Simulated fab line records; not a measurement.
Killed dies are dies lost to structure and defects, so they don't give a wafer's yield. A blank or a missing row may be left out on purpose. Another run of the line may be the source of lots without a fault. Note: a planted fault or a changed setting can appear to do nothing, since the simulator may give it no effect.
Split-lot trial    flow n5Finfet    on a route of 1938 steps: 7 lots, 21 wafers read

== THE SPLIT ==
At N5_BEOL_M5_ETCH_62 (etches SOC in N2/H2, target depth 75 nm, overetch 15 nm, time 112.5 s), the setting sourceW was moved away from the recipe's 840 W on 6 of the 21 wafers read, by -17.1% to +4.5%. The other wafers ran this setting at the recipe's value.

Reading taken at the split's own step.

== THE READING ==
rfVppV, in V, at N5_BEOL_M5_ETCH_62 (etches SOC in N2/H2, target depth 75 nm, overetch 15 nm, time 112.5 s). A value of 523.9 V with a standard deviation of 2.5 V is what fault-free wafers of this fab line usually give.

wafer   tool, chamber at the split  sourceW as run, W  against the recipe  rfVppV, V  against lot-mates on the recipe
L074.2  rieDiel-06, 3               840                recipe              520.9      -
L074.3  rieDiel-06, 1               745.4              -11.3%              546.7      +25.8
L074.5  rieDiel-06, 0               745.4              -11.3%              547.8      +26.9
L080.2  rieDiel-04, 0               840                recipe              526.3      -
L080.5  rieDiel-04, 0               840                recipe              526.7      -
L080.6  rieDiel-04, 1               742.3              -11.6%              547.1      +20.6
L082.1  rieDiel-04, 3               840                recipe              518.8      -
L082.2  rieDiel-04, 0               840                recipe              526.3      -
L082.5  rieDiel-04, 1               840                recipe              526.5      -
L084.1  rieDiel-04, 3               840                recipe              519.8      -
L084.2  rieDiel-04, 0               840                recipe              526.1      -
L084.3  rieDiel-04, 1               696.3              -17.1%              560.1      +37.1
L087.1  rieDiel-06, 2               878.2              +4.5%               514.8      -7.6
L087.3  rieDiel-06, 3               840                recipe              521.5      -
L087.6  rieDiel-06, 1               840                recipe              523.2      -
L089.1  rieDiel-04, 0               840                recipe              525.7      -
L089.4  rieDiel-04, 3               724.6              -13.7%              554.8      +29.6
L089.6  rieDiel-04, 1               840                recipe              524.6      -
L092.1  rieDiel-06, 2               840                recipe              519.7      -
L092.2  rieDiel-06, 3               840                recipe              519.3      -
L092.4  rieDiel-06, 1               840                recipe              524.9      -

FIT RESULTS
A straight line over all 21 wafers: rfVppV changes by -2.14 V for each +1% of sourceW; r = -0.98; the points scatter about the line by 2.7 V.
The same after taking each lot's own level away (the mean of its wafers on the recipe; 21 wafers): -2.13 V for each +1%; r = -0.98; scatter 2.4 V.
Per that fit: largest sourceW move, reading shift of 36 V.
The lots' own levels span 520.90 to 526.50 V, that is 2.2 times the standard deviation above.
Consequently the slope shifts little with the lot-to-lot level, the two slopes agreeing.
Check: +36.4 V against its lot-mates is what the line predicts for one of the wafers moved furthest among these (-17.1%) when that wafer is left out of the fit. It came out at +37.1 V against them.
Tool readings at the split's step, against how far the setting was moved: rfVppV r = -0.98.

== THE OTHER SPLITS THESE WAFERS WENT THROUGH ==
Before the reading, these wafers also passed through other splits. Each is held against what the fit with the lots' levels taken away leaves over:
other split on the same wafers   wafers away from the commonest value  r with rfVppV (lot level and that fit taken away)
N5_BEOL_M0_SAQP_COAT_34 spinRpm  5                                     -0.06
N5_BEOL_M1_COAT_05 spinRpm       8                                     -0.17
N5_BEOL_M1_EXPOSE_08 doseMj      4                                     -0.01
N5_BEOL_M2_COAT_22 spinRpm       5                                     -0.28
N5_BEOL_M3_HM_DEP_02 targetThkA  6                                     -0.07
N5_BEOL_M3_COAT_73 tempC         8                                     +0.37
N5_BEOL_M4_COAT_05 spinRpm       7                                     -0.25
N5_BEOL_M4_ETCH_64 biasW         5                                     -0.15
N5_BEOL_M4_COAT_76 spinRpm       6                                     +0.03
N5_BEOL_M5_DESCUM_16 timeS       9                                     +0.13

== THE FILE'S OWN FIT ==
rfVppV changes by -2.11 V for each +1% of sourceW, r = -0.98.
